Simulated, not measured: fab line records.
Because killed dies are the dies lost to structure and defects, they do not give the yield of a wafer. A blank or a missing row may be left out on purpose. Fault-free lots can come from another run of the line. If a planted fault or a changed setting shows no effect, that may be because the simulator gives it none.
Commonality check across tools | flow n5_finfet | Sampled: 9 lots, 27 wafers

## REASON FOR OPENING
Flagged at N5_SD_EPI_P_INSPECT_26: reading raw_defect_count, on 2 of 9 lots. Wafers without a fault read 170, standard deviation 32.
Rule: a lot is flagged when every wafer of it that has a number lies more than 4 standard deviations from that mean, or none has a number. As for the other lots, they are considered sound.

lot  | measured    | on                | raw_defect_count, wafer by wafer | flag
L256 | day 3 11:00 | defect_inspect-02 | 119 174 156                      |
L257 | day 3 15:55 | defect_inspect-01 | 189 143 177                      |
L261 | day 4 23:43 | defect_inspect-02 | 113 150 154                      |
L265 | day 5 18:29 | defect_inspect-01 | 160 149 118                      |
L266 | day 6 02:27 | defect_inspect-01 | 1370 1387 1316                   | FLAGGED
L268 | day 6 14:06 | defect_inspect-01 | 1226 1248 1202                   | FLAGGED
L274 | day 8 01:30 | defect_inspect-02 | 181 195 185                      |
L278 | day 9 00:22 | defect_inspect-01 | 237 170 145                      |
L279 | day 9 04:12 | defect_inspect-01 | 157 166 214                      |
The numbers of the flagged lots are 1292 on average: +1122 against the usual, or +35 standard deviations.

## WHICH TOOL RAN EACH LOT
2 process steps preceding the reading are held in the record, out of 1938 steps in the route. Every cell lists first the tool, next ch and the chambers used by the sampled wafers, and last the start.
lot  | flag    | N5_SD_EPI_P_ETCHBACK_46           | N5_SD_EPI_P_PRECLEAN_51
L256 |         | rie_diel-02 ch 0,2,3, day 3 07:35 | epi_rpcvd-01 ch 0, day 3 08:16
L257 |         | rie_diel-03 ch 0,1,3, day 3 11:46 | epi_rpcvd-04 ch 0, day 3 12:20
L261 |         | rie_diel-03 ch 0,1,2, day 4 18:26 | epi_rpcvd-03 ch 0, day 4 19:01
L265 |         | rie_diel-05 ch 0,1, day 5 14:21   | epi_rpcvd-01 ch 0, day 5 14:55
L266 | FLAGGED | rie_diel-02 ch 1,3, day 5 21:10   | epi_rpcvd-03 ch 0, day 5 21:45
L268 | FLAGGED | rie_diel-03 ch 0,1,2, day 6 08:49 | epi_rpcvd-03 ch 0, day 6 09:27
L274 |         | rie_diel-03 ch 0,1,2, day 7 21:22 | epi_rpcvd-01 ch 0, day 7 21:56
L278 |         | rie_diel-03 ch 0,2, day 8 21:04   | epi_rpcvd-03 ch 0, day 8 21:40
L279 |         | rie_diel-05 ch 0,1,2, day 9 00:04 | epi_rpcvd-04 ch 0, day 9 00:43
What these steps do:
- N5_SD_EPI_P_ETCHBACK_46: etches SiNx in CH3F/O2, stops on SiO2, target depth 17.5 nm.
- N5_SD_EPI_P_PRECLEAN_51: cleans in NF3:NH3, afs cycles 1, time 20 s, sublimation time 60 s.
- N5_SD_EPI_P_INSPECT_26: inspects for defects (darkfield).

## FLAGGED OVER TOTAL, TOOL BY TOOL (the gauges that took the reading come last)
step                    | tool              | lots run | flagged | share of the flagged lots | sound lots run after its first flagged lot
N5_SD_EPI_P_ETCHBACK_46 | rie_diel-02       | 2        | 1       | some                      | 0
N5_SD_EPI_P_ETCHBACK_46 | rie_diel-03       | 5        | 1       | some                      | 2 (L274,L278)
N5_SD_EPI_P_ETCHBACK_46 | rie_diel-05       | 2        | 0       | none                      | -
N5_SD_EPI_P_PRECLEAN_51 | epi_rpcvd-01      | 3        | 0       | none                      | -
N5_SD_EPI_P_PRECLEAN_51 | epi_rpcvd-03      | 4        | 2       | all                       | 1 (L278)
N5_SD_EPI_P_PRECLEAN_51 | epi_rpcvd-04      | 2        | 0       | none                      | -
N5_SD_EPI_P_INSPECT_26  | defect_inspect-01 | 6        | 2       | all                       | 2 (L278,L279)
N5_SD_EPI_P_INSPECT_26  | defect_inspect-02 | 3        | 0       | none                      | -

## WHAT IS ALLOWED BY THE TABLE
In 2 table rows, all flagged lots were run: epi_rpcvd-03 (N5_SD_EPI_P_PRECLEAN_51), defect_inspect-01 (N5_SD_EPI_P_INSPECT_26).
- epi_rpcvd-03 at N5_SD_EPI_P_PRECLEAN_51: 2 of its 4 lots flagged. Sound lots followed the first flagged one (L278) on it, something a lasting fault affecting the whole tool could not allow.
- defect_inspect-01 at N5_SD_EPI_P_INSPECT_26: 2 of its 6 lots flagged. Sound lots followed the first flagged one (L278, L279) on it, something a lasting fault affecting the whole tool could not allow.
Every row of the table either missed a flagged lot or ran a sound lot after the first.

## WHAT HAD BEEN PUT IN BY THE SIMULATOR
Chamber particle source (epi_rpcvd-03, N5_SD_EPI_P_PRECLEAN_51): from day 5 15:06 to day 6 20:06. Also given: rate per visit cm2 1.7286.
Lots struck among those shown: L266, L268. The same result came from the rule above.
